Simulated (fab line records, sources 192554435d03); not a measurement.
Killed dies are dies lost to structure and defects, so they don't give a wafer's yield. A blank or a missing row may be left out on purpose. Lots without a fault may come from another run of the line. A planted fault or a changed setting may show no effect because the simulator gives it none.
Chamber matching | flow n5_finfet | N5_HKMG_FIN_ALD_74 on ald_hk-01: 4 sister chambers
The step deposits La2O3, target thk 0.5 nm, pulse time 6 s, co reactant pulse time 1 s. 8 wafers are shown with their chamber, then 9 later ones without.

WAFERS WITH THEIR CHAMBER
wafer  | chamber | heater_power_w (W) | precursor_pulse_height_rel
L083.1 | 0       | 316                | 1.002
L083.4 | 1       | 284                | 0.994
L083.5 | 2       | 337                | 1.015
L088.2 | 2       | 337                | 0.985
L088.5 | 3       | 397                | 0.990
L093.1 | 3       | 405                | 0.992
L093.4 | 0       | 323                | 0.966
L093.6 | 1       | 276                | 1.012

WAFERS WITHOUT THEIR CHAMBER
wafer  | heater_power_w (W) | precursor_pulse_height_rel
L095.1 | 320                | 0.982
L095.2 | 416                | 0.992
L095.3 | 345                | 0.963
L095.4 | 282                | 0.970
L095.5 | 413                | 0.966
L095.6 | 317                | 0.980
L097.1 | 336                | 0.997
L097.3 | 340                | 0.995
L097.6 | 338                | 1.010

WHICH CHAMBER EACH WENT THROUGH
wafer  | from the rows above | in truth
L095.1 | 0                   | 0
L095.2 | 3                   | 3
L095.3 | 2                   | 2
L095.4 | 1                   | 1
L095.5 | 3                   | 3
L095.6 | 0                   | 0
L097.1 | 2                   | 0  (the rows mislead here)
L097.3 | 2                   | 2
L097.6 | 2                   | 2
Placed correctly: 8 of 9. Can't be placed from these rows: 0. Placed wrongly: 1.
How it was worked out, from the rows above alone: a wafer's distance from a chamber is the root of the sum, over the readings, of the square of ((its reading less the chamber's mean) divided by the reading's scatter). The wafer belongs to the nearest chamber; if the next one is less than 2 further off, it can't be placed. A chamber's mean is the mean of its shown wafers. The scatter: the root of (the sum of the squares of (reading less its chamber's mean) over the shown wafers, divided by (wafers less chambers)).
